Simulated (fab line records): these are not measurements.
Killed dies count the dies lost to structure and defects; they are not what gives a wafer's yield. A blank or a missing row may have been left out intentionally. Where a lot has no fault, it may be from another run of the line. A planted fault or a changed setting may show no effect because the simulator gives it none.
A lot that was struck, set against a sound lot || flow n5Finfet || 30 steps out of a route of 1938
Sound: the wafers L793.1, L793.3, L793.5. Wafers struck: L797.4, L797.5, L797.6. At the end, the cause is stated.
For every step that has rows: the tool of each side, followed by ch and its chambers, followed by its first start. Under that, the readings that differ: sound wafers || struck wafers || difference of the means || sigmas: that difference in standard deviations of wafers without a fault.
alike: readings with means less than 2 such deviations apart, plus words and numbers identical on both sides. not compared: withheld readings, readings lacking a value on some wafer, bounds such as >300 that could conceal the same value, and numbers that have no deviation in the record and whose values overlap.
Wherever a step has rows on one side only, a row that says differs or no value, or a row with sigmas, the two part there. Non-overlapping numbers with no deviation appear without sigmas and do not part them. Lack of a reading on every wafer of one side parts them only where that side has two or more wafers.

first, 9 steps without rows for these wafers: N5_PASSIVATION_EXPOSE_27 (exposes mask PAD, defocus 0 nm); N5_PASSIVATION_PEB_28; N5_PASSIVATION_DEVELOP_29 (develop time 60 s); N5_PASSIVATION_HARDBAKE_31 (time 120 s); N5_PASSIVATION_DESCUM_32 (chemistry O2, time 7.9 s); N5_PASSIVATION_AL_ETCH_33 (etches Al in Cl2/BCl3, stops on TaN, target depth 2800 nm, time 466.7 s); N5_PASSIVATION_ETCH_59 (etches TaN in Cl2/BCl3, target depth 65 nm, time 34.9 s); N5_PASSIVATION_STRIP_34 (strips in O2); N5_PASSIVATION_STRIP_51 (strips in post etch residue remover, time 1200 s).
N5_PASSIVATION_CLEAN_69: cleans in IPA, time 180 s.
  sound on wetBench-01 ch 0,5,7, day 15 10:02; struck on wetBench-04 ch 1,2,6, day 16 14:46
then, 19 steps without rows for these wafers: N5_PASSIVATION_SRD_70 (time 30 s); N5_PASSIVATION_PECVD_53 (deposits SiO2 from TEOS/O2, target thk 800 nm, time 169.4 s); N5_PASSIVATION_PECVD_35 (deposits SiNx from SiH4/NH3/N2, target thk 700 nm, time 151.3 s); N5_PASSIVATION_HMDS_37 (time 60 s); N5_PASSIVATION_COAT_38; N5_PASSIVATION_EBR_40; N5_PASSIVATION_SOFTBAKE_39 (time 120 s); N5_PASSIVATION_EXPOSE_41 (exposes mask PASS OPEN, defocus 0 nm, target cd 40000 nm); N5_PASSIVATION_PEB_42; N5_PASSIVATION_DEVELOP_43 (develop time 60 s); N5_PASSIVATION_HARDBAKE_45 (time 120 s); N5_PASSIVATION_DESCUM_46 (chemistry O2, time 7.9 s); N5_PASSIVATION_PASS_ETCH_47 (etches SiNx in CF4/O2, target depth 770 nm, time 385 s); N5_PASSIVATION_ETCH_54 (etches SiO2 in CHF3/O2, target depth 880 nm, time 440 s); N5_PASSIVATION_STRIP_48 (strips in O2); N5_PASSIVATION_STRIP_52 (strips in post etch residue remover, time 1200 s); N5_PASSIVATION_CLEAN_71 (cleans in IPA, time 180 s); N5_PASSIVATION_SRD_72 (time 30 s); N5_PASSIVATION_ANNEAL_56 (time 1800 s).
N5_PASSIVATION_PROBE_49:
  sound: prober-01 at day 15 13:52; struck: prober-01 at day 16 18:47
{"reading": "defectLimitedYield (%)", "sound": "90.8 93.0 90.8", "struck": "84.9 84.1 83.8", "difference": -7.3, "sigmas": -5}
{"reading": "killedAtOther", "sound": "4 9 3", "struck": "77 99 104", "difference": "+88", "sigmas": "+30"}
{"reading": "killedDies", "sound": "108 83 109", "struck": "178 188 191", "difference": "+86", "sigmas": "+5"}
{"reading": "killedOnRim", "sound": "17 12 18", "struck": "31 25 15", "difference": "+8", "sigmas": "+2"}
{"reading": "sort_bin_5_function (%)", "sound": "5.3 4.3 5.7", "struck": "9.2 9.9 11.2", "difference": "+5.0", "sigmas": "+5"}
{"reading": "sortNPass", "sound": "1072 1097 1071", "struck": "1002 992 989", "difference": -86, "sigmas": -5}
{"reading": "sortYieldPct (%)", "sound": "90.8 93.0 90.8", "struck": "84.9 84.1 83.8", "difference": -7.3, "sigmas": -5}
  alike: killed_at_M0_to_M3, killed_at_M4_up, killedAtContacts, killedAtFrontEnd, killedOpen, killedShort, sort_bin_6_memory

## WHERE THEY PART
Only at N5_PASSIVATION_PROBE_49, as far as this record shows.

WHY: what had been put in by the simulator
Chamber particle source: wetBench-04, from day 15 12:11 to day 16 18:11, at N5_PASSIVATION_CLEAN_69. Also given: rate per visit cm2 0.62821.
